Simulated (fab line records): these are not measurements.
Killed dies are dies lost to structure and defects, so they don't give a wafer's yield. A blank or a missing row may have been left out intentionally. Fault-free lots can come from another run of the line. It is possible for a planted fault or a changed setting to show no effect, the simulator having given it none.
fab line records | flow n5_finfet
record: lots: 6 wafers: 17 last_day: 17
route steps=1938 shown BEOL_M1@780 BEOL_M4@1111
lots untouched by any fault: they come from a run of this same line in which no faults occurred
start_h: hours from the record's first day to the start of the lot's first wafer shown | wait_h: hours elapsed since this lot's preceding step | " unchanged from the row above | L1.1+2: a row that stands for several wafers | - value missing, or start not given | * or withheld: withheld | < > ~ a bound
route shown NAME@n: a module of which the file shows steps, and the number in the route of the first | usual: mean/standard deviation taken from wafers without a fault | same: alike in all rows | chamber/n: place in a boat | sites: readings site by site | _std_site: how widely they spread, as a standard deviation | _edge_site: outer sites' mean less inner sites' | radius_mm: how far each site lies from the wafer's centre | mask NAME#n: copy n | behind: the tool/chamber that last shaped the wafer | hold: why the lot was held/for how many hours/how that ended | device: names the non-switching transistor (n, p or np) | end of line: tests of these same wafers at the route's end | where a step has no rows: the recipe by itself | killed: count of dies lost to structure and defects at first sort (not the wafer's yield) | map: per-die view of a wafer (x killed, . not killed, _ where there is no die)
set.NAME: the run value of the setting; set.NAME@STEP: its run value at that earlier step | model.NAME: the simulator's own value behind a step, which no gauge read
lots at selected steps of the route; one table per step, one row per wafer
services: the hour from which a tool's chamber was out of use, counted from the record's first day as start_h (under 0 if before that day), plus the number of hours and why
== steps ==
step: N5_BEOL_M1_COAT_22
recipe: resist: CAR-EUV spin_rpm: 1500 resist_thk_nm: 30
step: N5_BEOL_M1_EBR_24
recipe: solvent: PGMEA ebr_width_mm: 1.5
step: N5_BEOL_M1_SOFTBAKE_23
recipe: temp_c: 110 time_s: 60 resist: CAR-EUV
step: N5_BEOL_M1_EXPOSE_25
recipe: mask_id: V0 na: 0.33 source_shape: quasar sigma_inner: 0.2 sigma_outer: 0.8 polarization: unpolarized defocus_nm: 5 target_cd_nm: 24 dose_mj: 63
step: N5_BEOL_M1_PEB_26
recipe: peb_temp_c: 100 peb_time_s: 60 resist: CAR-EUV
step: N5_BEOL_M1_DEVELOP_27
recipe: develop_time_s: 30 developer: TMAH resist: CAR-EUV rinse_liquid: surfactant_rinse dry: air_spin dev_temp_c: 23
step: N5_BEOL_M1_CD_MEAS_28
recipe: landing_energy_ev: 500 detector: se_inlens target_cd_y_nm: 23.3
usual: cd_nm: 23.91/0.26
columns lot.wafer tool chamber start_h wait_h cd_nm
L330.1 cd_sem-01 0 140.92 - 23.78
L330.2 " 0 " " 23.79
L330.5 " 0 " " 23.78
L332.2 cd_sem-02 0 154.61 - 23.85
L332.4 " 0 " " 24.11
L332.5 " 0 " " 23.96
L334.3 cd_sem-03 0 162.61 - 23.82
L334.5 " 0 " " 23.71
L334.6 " 0 " " 23.81
L344.1 cd_sem-03 0 224.88 - 24.10
L344.4 " 0 " " 23.96
L346.2 cd_sem-01 0 234.46 - 23.72
L346.5 " 0 " " 23.88
L346.6 " 0 " " 23.66
L351.2 cd_sem-01 0 258.33 - 24.13
L351.4 " 0 " " 23.95
L351.6 " 0 " " 23.80
step: N5_BEOL_M1_OVL_MEAS_29
recipe: points_per_wafer: 522
usual: V0_OVL: -0.2/0.64
columns lot.wafer tool chamber start_h wait_h V0_OVL[nm]
L330.1 overlay-01 0 140.95 0.0 -0.3
L330.2 " 0 " " -0.7
L330.5 " 0 " " -0.6
L332.2 overlay-02 0 154.65 0.0 -0.7
L332.4 " 0 " " 0.4
L332.5 " 0 " " 0.2
L334.3 overlay-02 0 162.65 0.0 0.8
L334.5 " 0 " " -0.2
L334.6 " 0 " " -1.3
L344.1 overlay-01 0 224.92 0.0 0.6
L344.4 " 0 " " -0.3
L346.2 overlay-02 0 234.50 0.0 -0.5
L346.5 " 0 " " -0.8
L346.6 " 0 " " -0.6
L351.2 overlay-02 0 258.36 0.0 0.0
L351.4 " 0 " " -0.2
L351.6 " 0 " " 0.3
step: N5_BEOL_M1_INSPECT_30
recipe: mode: adi inspect_instrument: brightfield
usual: raw_defect_count: 421/83
columns lot.wafer tool chamber start_h wait_h raw_defect_count
L330.1 defect_inspect-02 - 141.01 0.1 482
L330.2 " - " " 567
L330.5 " - " " 519
L332.2 defect_inspect-01 - 154.70 0.0 238
L332.4 " - " " 358
L332.5 " - " " 326
L334.3 defect_inspect-02 - 162.69 0.0 435
L334.5 " - " " 348
L334.6 " - " " 483
L344.1 defect_inspect-01 - 224.98 0.1 342
L344.4 " - " " 278
L346.2 defect_inspect-02 - 234.55 0.0 335
L346.5 " - " " 343
L346.6 " - " " 346
L351.2 defect_inspect-01 - 258.42 0.0 512
L351.4 " - " " 379
L351.6 " - " " 481
step: N5_BEOL_M1_DESCUM_33
recipe: chemistry: O2 time_s: 7 source_power_w: 50 bias_power_w: 20 pressure_mtorr: 20 rf_frequency_hz: 2.712e+07 temp_c: 40 resist: CAR-EUV o2_flow_sccm: 225
usual: chamber_pressure_mTorr: 19.999/0.02 drypump_motor_current_A: 5.7/0.35 oes_product_au: 0.76/0.071 rf_vpp_V: 243.2/1.4 showerhead_plenum_p_Torr: 2.10/0.068 throttle_valve_pct: 20.61/0.25
columns lot.wafer tool chamber start_h wait_h chamber_pressure_mTorr drypump_motor_current_A oes_product_au rf_hours_counter_h rf_vpp_V showerhead_plenum_p_Torr throttle_valve_pct
L330.1 rie_diel-03 3 141.04 0.0 19.970 5.3 0.76 166 244.9 2.19 20.67
L330.2 " 0 " " 19.996 5.7 0.73 138 243.6 2.19 20.70
L330.5 " 2 " " 20.003 5.4 0.74 - 241.5 2.01 20.68
L332.2 rie_diel-04 3 155.05 0.4 20.024 5.9 0.72 209 242.0 2.09 20.96
L332.4 " 2 " " 19.997 5.7 0.73 - 245.7 2.18 20.15
L332.5 " 3 " " 19.999 5.9 0.72 - 243.1 2.09 20.97
L334.3 rie_diel-03 2 162.73 0.0 19.969 5.5 0.74 160 241.6 2.01 20.68
L334.5 " 3 " " 19.965 5.2 0.76 - 245.8 2.19 20.69
L334.6 " 2 " " 20.017 5.5 0.74 - 241.6 2.01 20.69
L344.1 rie_diel-01 3 225.01 0.0 19.986 5.8 0.72 193 243.1 2.01 20.53
L344.4 " 0 " " 20.010 5.2 0.98 6 244.3 2.15 20.56
L346.2 rie_diel-04 1 234.58 0.0 20.022 6.1 0.93 18 243.6 2.04 20.19
L346.5 " 0 " " 19.979 4.7 0.67 - 240.5 2.00 20.72
L346.6 " 3 " " 20.024 6.0 0.69 - 242.6 2.08 21.00
L351.2 rie_diel-04 3 258.45 0.0 20.030 5.9 0.70 243 241.1 2.08 21.02
L351.4 " 0 " " 20.017 4.7 0.68 226 242.0 1.99 20.73
L351.6 " 3 " " 19.987 5.9 0.70 - 240.8 2.08 21.00
step: N5_BEOL_M1_ETCH_77
recipe: chemistry: N2/H2 target: underlayer target_depth_a: 65 mask_material: CAR-EUV time_s: 5.2 ion_energy_ev: 200 pressure_mtorr: 30 source_w: 840 bias_w: 150 n2_flow_sccm: 200 h2_flow_sccm: 200 ends: cleared
usual: chamber_pressure_mTorr: 30.00/0.047 drypump_motor_current_A: 5.7/0.35 etch_rf_on_time_s: 5.23/0.099 oes_product_au: 0.64/0.061 rf_vpp_V: 524.0/2.7 showerhead_plenum_p_Torr: 2.54/0.085 throttle_valve_pct: 17.96/0.23
columns lot.wafer tool chamber start_h wait_h chamber_pressure_mTorr drypump_motor_current_A etch_rf_on_time_s oes_product_au rf_hours_counter_h rf_vpp_V showerhead_plenum_p_Torr throttle_valve_pct
L330.1 rie_diel-03 3 141.08 0.0 30.07 5.3 5.11 0.65 166 525.4 2.63 17.84
L330.2 " 0 " " 29.96 5.7 5.30 0.62 138 527.4 2.67 18.15
L330.5 " 2 " " 29.99 5.5 5.19 0.65 - 520.7 2.43 18.11
L332.2 rie_diel-04 3 155.08 0.0 30.05 5.9 5.15 0.61 209 523.4 2.51 18.22
L332.4 " 2 " " 30.06 5.7 5.38 0.61 - 527.6 2.64 17.52
L332.5 " 3 " " 30.06 6.0 5.18 0.62 - 522.9 2.51 18.22
L334.3 rie_diel-03 2 162.76 0.0 30.03 5.5 5.19 0.64 160 522.1 2.43 18.10
L334.5 " 3 " " 29.91 5.3 5.16 0.64 - 527.4 2.63 17.89
L334.6 " 2 " " 30.00 5.5 5.15 0.64 - 521.5 2.43 18.08
L344.1 rie_diel-01 3 225.05 0.0 29.95 5.8 5.37 0.60 193 520.4 2.43 17.88
L344.4 " 0 " " 29.95 5.2 5.04 0.83 6 523.1 2.59 17.79
L346.2 rie_diel-04 1 234.62 0.0 29.96 6.0 5.01 0.81 18 522.6 2.49 17.60
L346.5 " 0 " " 29.98 4.7 5.11 0.58 - 521.3 2.41 18.26
L346.6 " 3 " " 29.95 6.0 5.15 0.61 - 521.9 2.50 18.25
L351.2 rie_diel-04 3 258.48 0.0 29.98 5.9 5.16 0.60 243 523.6 2.50 18.25
L351.4 " 0 " " 29.92 4.7 5.21 0.58 226 520.1 2.41 18.25
L351.6 " 3 " " 29.94 5.9 5.20 0.60 - 523.3 2.50 18.28
step: N5_BEOL_M1_ETCH_69
recipe: chemistry: CF4 target: SiARC target_depth_a: 156 mask_material: CAR-EUV time_s: 26 ion_energy_ev: 80 pressure_mtorr: 40 source_w: 545 bias_w: 36 Ar_flow_sccm: 100 cf4_flow_sccm: 100 ends: cleared
usual: chamber_pressure_mTorr: 40.00/0.034 drypump_motor_current_A: 5.7/0.35 etch_rf_on_time_s: 26.1/0.47 oes_product_au: 0.65/0.061 rf_vpp_V: 184.1/1.1 showerhead_plenum_p_Torr: 2.15/0.064 throttle_valve_pct: 15.75/0.22
columns lot.wafer tool chamber start_h wait_h chamber_pressure_mTorr drypump_motor_current_A etch_rf_on_time_s oes_product_au rf_hours_counter_h rf_vpp_V showerhead_plenum_p_Torr throttle_valve_pct
L330.1 rie_diel-03 3 141.09 0.0 40.02 5.2 26.0 0.65 166 185.9 2.23 15.88
L330.2 " 0 " " 39.95 5.6 26.3 0.63 138 185.1 2.23 15.83
L330.5 " 2 " " 39.99 5.5 25.9 0.65 - 182.1 2.07 15.90
L332.2 rie_diel-04 3 155.10 0.0 39.98 6.0 25.8 0.62 209 185.1 2.13 16.09
L332.4 " 2 " " 40.00 5.7 26.3 0.62 - 186.6 2.21 15.30
L332.5 " 3 " " 39.98 6.0 25.7 0.62 - 184.2 2.13 16.10
L334.3 rie_diel-03 2 162.78 0.0 40.09 5.5 26.3 0.64 160 184.0 2.07 15.91
L334.5 " 3 " " 40.03 5.2 26.0 0.64 - 184.9 2.23 15.89
L334.6 " 2 " " 40.01 5.5 26.1 0.65 - 184.3 2.07 15.91
L344.1 rie_diel-01 3 225.06 0.0 40.00 5.8 27.0 0.60 193 182.4 2.05 15.65
L344.4 " 0 " " 40.01 5.3 24.8 0.85 6 184.5 2.19 15.56
L346.2 rie_diel-04 1 234.63 0.0 39.97 6.1 25.4 0.80 18 183.8 2.12 15.43
L346.5 " 0 " " 40.02 4.7 26.0 0.58 - 183.7 2.03 15.78
L346.6 " 3 " " 39.99 5.9 26.1 0.60 - 182.8 2.12 16.16
L351.2 rie_diel-04 3 258.50 0.0 39.95 5.9 25.9 0.59 243 183.8 2.12 16.16
L351.4 " 0 " " 39.96 4.7 26.1 0.58 226 181.9 2.03 15.79
L351.6 " 3 " " 39.96 5.9 25.9 0.60 - 183.9 2.12 16.18
step: N5_BEOL_M1_ALD_98
recipe: material: SiO2 target_thk_a: 25 temp_c: 100 ald_precursor_family: BDEAS ald_co_reactant: O2-plasma pulse_time_s: 1 co_reactant_pulse_time_s: 1 purge_time_s: 2 co_reactant_purge_time_s: 2 ald_cycles: 17 pressure_torr: 2
usual: ald_cycles: 17/0 heater_power_w: 74/5.8 precursor_pulse_height_rel: 0.999/0.018
columns lot.wafer tool chamber start_h wait_h ald_cycles heater_power_w precursor_pulse_height_rel model.SiO2_of_BEOL_M1_ALD_98.thk_nm
L330.1 ald_sin-01 3 141.17 0.1 17 78 0.990 2.4
L330.2 " 2 " " 17 70 0.981 2.6
L330.5 " 3 " " 17 82 0.990 2.4
L332.2 ald_sin-03 1 155.18 0.1 17 67 0.980 2.6
L332.4 " 3 " " 17 80 1.014 2.6
L332.5 " 1 " " 17 64 1.020 2.6
L334.3 ald_sin-03 1 162.86 0.1 17 68 0.990 2.6
L334.5 " 3 " " 17 82 1.016 2.6
L334.6 " 2 " " 17 67 1.018 2.6
L344.1 ald_sin-03 3 225.15 0.1 13 82 1.015 2
L344.4 " 2 " " 17 65 0.995 2.6
L346.2 ald_sin-03 3 234.72 0.1 17 81 1.016 2.6
L346.5 " 0 " " 13 78 1.017 2
L346.6 " 3 " " 17 82 0.970 2.6
L351.2 ald_sin-02 3 259.23 0.7 17 72 1.009 2.6
L351.4 " 0 " " 17 70 1.016 2.6
L351.6 " 0 " " 17 73 1.013 2.6
step: N5_BEOL_M1_ETCHBACK_99
recipe: chemistry: CHF3 target: SiO2 target_depth_a: 50 time_s: 10.4 source_w: 215 bias_w: 47 Ar_flow_sccm: 200 CHF3_flow_sccm: 12 ion_energy_ev: 100 pressure_mtorr: 30
usual: chamber_pressure_mTorr: 29.995/0.029 drypump_motor_current_A: 5.7/0.4 oes_f_703_au: 0.76/0.073 oes_product_au: 0.75/0.077 rf_vpp_V: 239/4.1 showerhead_plenum_p_Torr: 2.15/0.064 throttle_valve_pct: 17.19/0.26
columns lot.wafer tool chamber start_h wait_h chamber_pressure_mTorr drypump_motor_current_A oes_f_703_au oes_product_au rf_hours_counter_h rf_vpp_V showerhead_plenum_p_Torr throttle_valve_pct
L330.1 rie_diel-01 0 143.51 2.3 30.030 5.3 0.72 0.70 237 232 2.19 17.38
L330.2 " 1 " " 29.999 6.0 0.90 0.91 22 245 2.20 16.70
L330.5 " 0 " " 29.974 5.3 0.72 0.69 - 232 2.19 17.40
L332.2 rie_diel-01 2 155.65 0.4 30.014 6.3 0.77 0.74 156 235 2.15 17.15
L332.4 " 0 " " 29.987 5.3 0.72 0.70 241 233 2.19 17.37
L332.5 " 3 " " 29.955 5.8 0.73 0.73 - 238 2.06 17.00
L334.3 rie_diel-01 1 164.12 1.2 29.977 6.0 0.89 0.89 28 245 2.20 16.70
L334.5 " 0 " " 30.003 5.2 0.72 0.70 - 233 2.19 17.37
L334.6 " 1 " " 29.944 6.0 0.89 0.89 - 244 2.20 16.69
L344.1 rie_diel-04 3 225.31 0.1 29.988 5.9 0.72 0.70 232 242 2.12 17.54
L344.4 " 2 " " 29.970 5.7 0.70 0.71 197 238 2.21 16.78
L346.2 rie_diel-04 2 236.09 1.3 30.063 5.7 0.70 0.70 201 239 2.21 16.82
L346.5 " 0 " " 29.990 4.7 0.68 0.68 - 243 2.05 17.32
L346.6 " 3 " " 30.013 5.9 0.72 0.69 - 243 2.12 17.59
L351.2 rie_diel-03 2 259.97 0.7 29.937 5.5 0.74 0.72 194 234 2.06 17.44
L351.4 " 1 " " 30.000 5.8 0.72 0.72 207 240 2.15 17.32
L351.6 " 3 " " 29.985 5.3 0.74 0.72 - 244 2.24 17.42
step: N5_BEOL_M1_ETCH_70
recipe: chemistry: N2/H2 target: SOC target_depth_a: 800 overetch_a: 160 mask_material: SiARC temp_c: 40 time_s: 120 ion_energy_ev: 200 pressure_mtorr: 30 source_w: 840 bias_w: 150 n2_flow_sccm: 200 h2_flow_sccm: 200
usual: chamber_pressure_mTorr: 30.002/0.026 drypump_motor_current_A: 5.7/0.39 oes_product_au: 0.58/0.054 rf_vpp_V: 523.8/2.4 showerhead_plenum_p_Torr: 2.53/0.08 throttle_valve_pct: 17.91/0.27
columns lot.wafer tool chamber start_h wait_h chamber_pressure_mTorr drypump_motor_current_A oes_product_au rf_hours_counter_h rf_vpp_V showerhead_plenum_p_Torr throttle_valve_pct
L330.1 rie_diel-01 0 143.55 0.0 30.021 5.3 0.54 237 526.1 2.60 18.16
L330.2 " 1 " " 29.988 6.0 0.69 22 525.2 2.58 17.36
L330.5 " 1 " " 30.012 6.0 0.69 - 524.7 2.58 17.33
L332.2 rie_diel-01 2 155.69 0.0 29.949 6.3 0.57 156 524.4 2.54 18.00
L332.4 " 0 " " 30.026 5.3 0.54 241 525.2 2.60 18.15
L332.5 " 3 " " 30.030 5.8 0.56 - 521.8 2.44 17.79
L334.3 rie_diel-01 1 164.16 0.0 29.968 6.0 0.67 28 523.9 2.58 17.37
L334.5 " 0 " " 29.988 5.3 0.53 - 524.5 2.60 18.15
L334.6 " 1 " " 30.005 6.0 0.68 - 524.8 2.58 17.37
L344.1 rie_diel-04 3 225.34 0.0 30.046 5.9 0.54 232 523.2 2.50 18.21
L344.4 " 2 " " 30.007 5.8 0.55 197 526.4 2.63 17.53
L346.2 rie_diel-04 2 236.13 0.0 30.032 5.8 0.54 201 526.3 2.63 17.55
L346.5 " 0 " " 30.038 4.7 0.53 - 519.3 2.41 18.20
L346.6 " 3 " " 29.968 5.9 0.54 - 522.7 2.50 18.22
L351.2 rie_diel-03 2 260.01 0.0 29.991 5.5 0.56 194 520.3 2.42 18.11
L351.4 " 1 " " 29.998 5.8 0.55 207 523.9 2.51 18.01
L351.6 " 3 " " 29.995 5.3 0.56 - 527.0 2.62 17.89
step: N5_BEOL_M1_STRIP_71
recipe: chemistry: N2/H2 temp_c: 40 n2_flow_sccm: 200 h2_flow_sccm: 200 rf_frequency_hz: 6e+07
step: N5_BEOL_M1_STRIP_78
recipe: chemistry: N2/H2 temp_c: 40 n2_flow_sccm: 200 h2_flow_sccm: 200 rf_frequency_hz: 6e+07
step: N5_BEOL_M1_VIA_ETCH_34
recipe: chemistry: C4F6/O2 target_depth_a: 678 mask_material: SOC pressure_mtorr: 15 ion_energy_ev: 250 taper_deg: 4 time_s: 64.4 source_w: 350 bias_w: 170 Ar_flow_sccm: 300 C4F6_flow_sccm: 10 O2_flow_sccm: 10
usual: chamber_pressure_mTorr: 15.001/0.016 drypump_motor_current_A: 5.7/0.39 oes_f_703_au: 0.76/0.071 oes_o_777_au: 0.76/0.067 oes_product_au: 0.75/0.077 rf_vpp_V: 662/11 showerhead_plenum_p_Torr: 2.84/0.083 throttle_valve_pct: 30.86/0.29
columns lot.wafer tool chamber start_h wait_h chamber_pressure_mTorr drypump_motor_current_A oes_f_703_au oes_o_777_au oes_product_au rf_hours_counter_h rf_vpp_V showerhead_plenum_p_Torr throttle_valve_pct model.BEOL_M1.cd_nm
L330.1 rie_diel-01 0 143.65 0.0 15.026 5.3 0.74 0.73 0.69 237 645 2.89 30.91 18.6
L330.2 " 1 " " 14.994 6.0 0.89 0.88 0.91 22 675 2.90 30.44 17.8
L330.5 " 1 " " 15.022 6.0 0.89 0.88 0.90 - 676 2.90 30.45 17.6
L332.2 rie_diel-01 2 155.79 0.0 14.995 6.3 0.77 0.78 0.74 156 649 2.83 30.79 17.4
L332.4 " 0 " " 14.984 5.3 0.73 0.73 0.69 241 644 2.89 30.92 18
L332.5 " 3 " " 14.997 5.8 0.72 0.73 0.73 - 662 2.72 30.55 17.4
L334.3 rie_diel-01 1 164.26 0.0 14.997 6.0 0.89 0.87 0.90 28 675 2.90 30.44 17.6
L334.5 " 0 " " 15.021 5.3 0.73 0.73 0.69 - 645 2.89 30.92 18.6
L334.6 " 1 " " 15.005 6.0 0.88 0.87 0.90 - 676 2.90 30.44 17.6
L344.1 rie_diel-04 3 225.44 0.0 15.008 6.0 0.73 0.74 0.71 232 670 2.81 31.16 19.2
L344.4 " 2 " " 15.000 5.7 0.70 0.72 0.71 197 660 2.92 30.31 18.4
L346.2 rie_diel-04 2 236.23 0.0 15.001 5.8 0.70 0.71 0.70 201 660 2.92 30.32 17.6
L346.5 " 0 " " 15.015 4.7 0.69 0.69 0.68 - 671 2.71 31.06 18.8
L346.6 " 3 " " 15.017 5.9 0.72 0.73 0.69 - 670 2.81 31.15 17.6
L351.2 rie_diel-03 2 260.11 0.0 15.019 5.5 0.74 0.74 0.72 194 645 2.73 31.18 17.8
L351.4 " 1 " " 14.979 5.8 0.72 0.73 0.72 207 665 2.84 31.29 17.6
L351.6 " 3 " " 15.042 5.2 0.74 0.75 0.72 - 664 2.95 30.93 17.6
step: N5_BEOL_M1_STRIP_83
recipe: chemistry: C4F6/O2 resist: SiARC rf_frequency_hz: 6e+07
step: N5_BEOL_M4_RC_MEAS_101
usual: DIBL_N: 35.9/1.6 DIBL_P: 35.6/2.1 IOFF_N: 0.149/0.029 IOFF_P: 0.20/0.033 ION_N: 671/11 ION_P: 460/7.3 SS_N: 71.4/0.62 SS_P: 73.2/0.65 VT_N: 251/3.1 VT_P: -251/3.4
columns lot.wafer tool chamber start_h wait_h DIBL_N[mV/V] DIBL_P[mV/V] IOFF_N[nA/um] IOFF_P[nA/um] ION_N[uA/um] ION_P[uA/um] SS_N[mV/dec] SS_P[mV/dec] VT_N[mV] VT_P[mV]
L330.1 prober-01 0 179.69 0.0 31.9 32.8 0.102 0.14 645 446 70.8 71.8 257 -260
L330.2 " 0 " " 34.2 36.0 0.132 0.17 662 458 70.9 73.2 254 -255
L330.5 " 0 " " 34.3 36.6 0.145 0.18 672 464 71.8 73.0 251 -257
L332.2 prober-02 0 193.12 0.2 36.4 37.4 0.163 0.22 670 460 71.7 73.4 249 -250
L332.4 " 0 " " 34.3 35.2 0.145 0.20 671 462 70.9 73.4 251 -251
L332.5 " 0 " " 33.6 33.6 0.123 0.17 662 452 72.0 72.4 256 -255
L334.3 prober-02 0 196.74 0.3 37.5 39.0 0.177 0.21 681 461 72.7 73.1 247 -252
L334.5 " 0 " " 35.6 35.5 0.142 0.16 677 457 72.2 72.7 252 -254
L334.6 " 0 " " 34.6 35.0 0.118 0.15 656 447 71.7 72.6 253 -259
L344.1 prober-02 0 257.60 0.0 37.4 35.4 0.141 0.19 680 462 71.4 73.3 253 -252
L344.4 " 0 " " 36.7 35.3 0.145 0.19 672 460 70.9 73.0 251 -251
L346.2 prober-02 0 277.19 0.2 36.8 36.9 0.144 0.19 669 458 71.6 73.3 252 -255
L346.5 " 0 " " 36.0 35.6 0.131 0.17 663 458 71.7 73.1 251 -253
L346.6 " 0 " " 35.4 34.2 0.122 0.16 664 453 71.1 73.3 254 -253
L351.2 prober-02 0 303.91 0.2 39.4 39.3 0.237 0.26 691 466 73.0 74.6 247 -247
L351.4 " 0 " " 33.0 32.5 0.124 0.16 677 458 70.6 72.5 251 -251
L351.6 " 0 " " 36.5 35.8 0.169 0.20 688 464 71.6 73.4 249 -251
== services ==
columns tool chamber start_h hours kind
rie_diel-04 3 126.58 27.6 repair
rie_diel-01 - 126.93 0.3 repair
ald_sin-01 - 134.08 0.8 pm
ald_sin-02 - 134.75 2.8 pm
rie_diel-04 - 138.91 0.5 repair
rie_diel-04 1 154.34 - clean
rie_diel-04 1 154.34 - consumable_replace:focus_ring
rie_diel-04 1 154.34 25.1 scheduled_down
rie_diel-04 1 154.34 25.1 vent_cycle
ald_sin-02 - 177.21 14.0 pm
ald_sin-02 0 177.21 14.0 vent_cycle
ald_sin-02 1 177.21 14.0 vent_cycle
ald_sin-02 2 177.21 15.1 vent_cycle
ald_sin-02 3 177.21 14.0 vent_cycle
rie_diel-01 0 188.11 - clean
rie_diel-01 0 188.11 - consumable_replace:focus_ring
rie_diel-01 0 188.11 20.4 scheduled_down
rie_diel-01 0 188.11 20.4 vent_cycle
ald_sin-02 0 191.21 - clean
rie_diel-01 1 203.57 15.6 repair
ald_sin-02 - 206.42 0.3 repair
ald_sin-01 3 232.49 1.4 repair
rie_diel-04 0 241.77 2.9 repair
rie_diel-03 3 243.02 4.6 repair
== key ==
first_sign: step: N5_BEOL_M1_ALD_98 reading: ald_cycles direction: down sigmas: 99+ usual: * struck: *
effect none on later readings
model_effect: step: N5_BEOL_M1_ALD_98 value: SiO2_of_BEOL_M1_ALD_98.thk_nm without: 2.6 struck: 2
model_effect: step: N5_BEOL_M1_VIA_ETCH_34 value: BEOL_M1.cd_nm without: 17.9 struck: 19
met_at N5_BEOL_M1_ALD_98
struck_wafers L344.1,L346.5
onset_between 162.86 225.15
fault: kind: process_parameter_drift tool: ald_sin-03 chamber: - onset_h: 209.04 steps: N5_BEOL_M1_ALD_98 channel: ald_cycles offset: * shape: step end_h: 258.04 scope: struck_wafers_only acts_in: * stated: *
